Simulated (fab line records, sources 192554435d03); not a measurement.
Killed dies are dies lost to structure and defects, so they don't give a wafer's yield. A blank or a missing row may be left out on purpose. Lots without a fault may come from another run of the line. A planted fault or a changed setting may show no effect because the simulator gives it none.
A struck lot beside a sound one | flow n5_finfet | 25 steps out of a route of 1938
Sound: wafers L951.1, L951.2, L951.3. Struck: wafer L968.6. (L968.2 of the same lot was not struck and is left out.) The cause comes at the end.
At each step with rows: each side's tool, then ch and its chambers, then its first start. Under that, the readings that differ: sound wafers | struck wafers | difference of the means | sigmas: that difference in standard deviations of wafers without a fault.
alike: readings whose means differ by less than 2 such deviations, and words and numbers that are the same on both sides. not compared: withheld readings, readings that some wafer has no value for, bounds like >300 that may hide the same value, and numbers for which the record gives no deviation and whose values overlap.
The two part at a step that has a row with sigmas, a row that says differs or no value, or rows on one side only. Numbers that don't overlap but have no deviation are shown without sigmas and don't part them. A reading that every wafer of one side lacks parts them only if that side has two wafers or more.

first, 4 steps without rows for these wafers: N5_DUMMY_REMOVAL_SRD_05 (time 30 s); N5_HKMG_FIN_IL_REGROW_00 (material SiO2, chemistry O3, target thk 0.75 nm, time 30 s); N5_HKMG_FIN_HK_ALD_01 (deposits HfO2, target thk 1.6 nm, pulse time 3 s, purge time 3 s); N5_HKMG_FIN_HK_ANNEAL_02 (time 30 s).
N5_HKMG_FIN_ALD_74: deposits La2O3, target thk 0.5 nm, pulse time 6 s, co reactant pulse time 1 s.
  sound on ald_hk-02 ch 0,1,2, day 4 04:50; struck on ald_hk-02 ch 0, day 8 06:44
  reading                    | sound             | struck | difference | sigmas
  precursor_pulse_height_rel | 1.031 1.009 1.003 | 0.976  | -0.038     | -2
  alike: heater_power_w
N5_HKMG_FIN_ALD_75: deposits Al2O3, target thk 1 nm, co reactant pulse time 1 s.
  sound on ald_hk-02 ch 0,1,2, day 4 04:55; struck on ald_hk-02 ch 0, day 8 06:49
  alike: heater_power_w, precursor_pulse_height_rel
then, 6 steps without rows for these wafers: N5_HKMG_FIN_COAT_41 (time 60 s, resist thk 300 nm); N5_HKMG_FIN_COAT_42 (time 60 s, resist thk 35 nm); N5_HKMG_FIN_COAT_43 (resist thk 90 nm); N5_HKMG_FIN_EBR_45; N5_HKMG_FIN_SOFTBAKE_44 (time 60 s); N5_HKMG_FIN_EXPOSE_46 (exposes mask NDIPOLE).
N5_HKMG_FIN_PEB_47: peb time 60 s.
  sound on litho_track-05 ch 0, day 4 05:13; struck on litho_track-03 ch 0, day 8 07:13
then, 1 step without rows for these wafers: N5_HKMG_FIN_DEVELOP_48 (develop time 30 s).
N5_HKMG_FIN_CD_MEAS_49: target cd 202 nm.
  sound on cd_sem-03 ch 0, day 4 05:16; struck on cd_sem-02 ch 0, day 8 07:17
  reading    | sound             | struck | difference | sigmas
  cd_nm (nm) | 202.7 201.0 201.8 | 200.3  | -1.5       | -3
N5_HKMG_FIN_OVL_MEAS_50:
  sound on overlay-01 ch 0, day 4 05:19; struck on overlay-02 ch 0, day 8 07:19
  alike: NDIPOLE_OVL
N5_HKMG_FIN_INSPECT_61: inspects for defects (macro).
  sound on defect_inspect-02, day 4 05:20; struck on defect_inspect-01, day 8 07:20
  alike: raw_defect_count
N5_HKMG_FIN_DESCUM_53: chemistry O2, time 7.9 s.
  sound on rie_diel-02 ch 1,2,3, day 4 05:46; struck on rie_diel-02 ch 0, day 8 07:22
  reading               | sound          | struck | difference | sigmas
  oes_product_au (a.u.) | 0.79 0.74 0.73 | 0.91   | +0.16      | +2
  alike: drypump_motor_current_A, o2_flow_sccm, rf_vpp_V, showerhead_plenum_p_Torr, throttle_valve_pct
  not compared: rf_hours_counter_h
N5_HKMG_FIN_ETCH_54: etches SiARC in CF4, target depth 45.5 nm, time 75.8 s.
  sound on rie_diel-02 ch 1,2,3, day 4 05:48; struck on rie_diel-02 ch 0, day 8 07:25
  reading                          | sound          | struck | difference | sigmas
  oes_product_au (a.u.)            | 0.67 0.64 0.61 | 0.78   | +0.14      | +2
  model.HKMG_FIN.cd_offset_nm (nm) | 1 -1 -0.6      | -1.6   | -1.4       |
  alike: bias_w, cf4_flow_sccm, drypump_motor_current_A, etch_rf_on_time_s, rf_vpp_V, showerhead_plenum_p_Torr, throttle_valve_pct
  not compared: rf_hours_counter_h
N5_HKMG_FIN_ETCH_55: etches SOC in N2/H2, target depth 240 nm, time 300 s.
  sound on rie_diel-02 ch 1,2,3, day 4 05:52; struck on rie_diel-02 ch 0, day 8 07:28
  alike: bias_w, drypump_motor_current_A, oes_product_au, rf_vpp_V, showerhead_plenum_p_Torr, throttle_valve_pct
  not compared: rf_hours_counter_h
then, 2 steps without rows for these wafers: N5_HKMG_FIN_STRIP_56 (strips in N2/H2); N5_HKMG_FIN_STRIP_57 (strips in CF4).
N5_HKMG_FIN_ETCH_58: etches SOC in N2/H2, target depth 215.8 nm, time 741 s.
  sound on rie_diel-02 ch 1,2,3, day 4 06:04; struck on rie_diel-02 ch 0, day 8 07:40
  reading               | sound          | struck | difference | sigmas
  oes_product_au (a.u.) | 0.78 0.75 0.72 | 0.90   | +0.15      | +2
  alike: bias_w, drypump_motor_current_A, rf_vpp_V, showerhead_plenum_p_Torr, throttle_valve_pct
  not compared: rf_hours_counter_h, model.HKMG_FIN.cd_offset_nm
N5_HKMG_FIN_STRIP_93: strips SOC in N2/H2, time 20 s.
  sound on rie_diel-02 ch 1,2,3, day 4 06:30; struck on rie_diel-02 ch 0, day 8 08:06
  alike: drypump_motor_current_A, oes_product_au, rf_vpp_V, showerhead_plenum_p_Torr, throttle_valve_pct
  not compared: rf_hours_counter_h
-- the record jumps here: 5 days lie between the struck wafers' starts before and after (it left off in module HKMG_FIN and takes up again in module BEOL_M4, whose first step shown is number 1111 of the route) --
N5_BEOL_M4_RC_MEAS_101:
  sound on prober-01 ch 0, day 7 22:58; struck on prober-01 ch 0, day 12 20:18
  alike: DIBL_N, DIBL_P, IOFF_N, IOFF_P, ION_N, ION_P, SS_N, SS_P, VT_N, VT_P

WHERE THEY PART
First at N5_HKMG_FIN_ALD_74; last, within this record, at N5_HKMG_FIN_ETCH_58. Later steps at which nothing parts them and some readings are alike: N5_HKMG_FIN_STRIP_93, N5_BEOL_M4_RC_MEAS_101.

WHY: what the simulator had put in
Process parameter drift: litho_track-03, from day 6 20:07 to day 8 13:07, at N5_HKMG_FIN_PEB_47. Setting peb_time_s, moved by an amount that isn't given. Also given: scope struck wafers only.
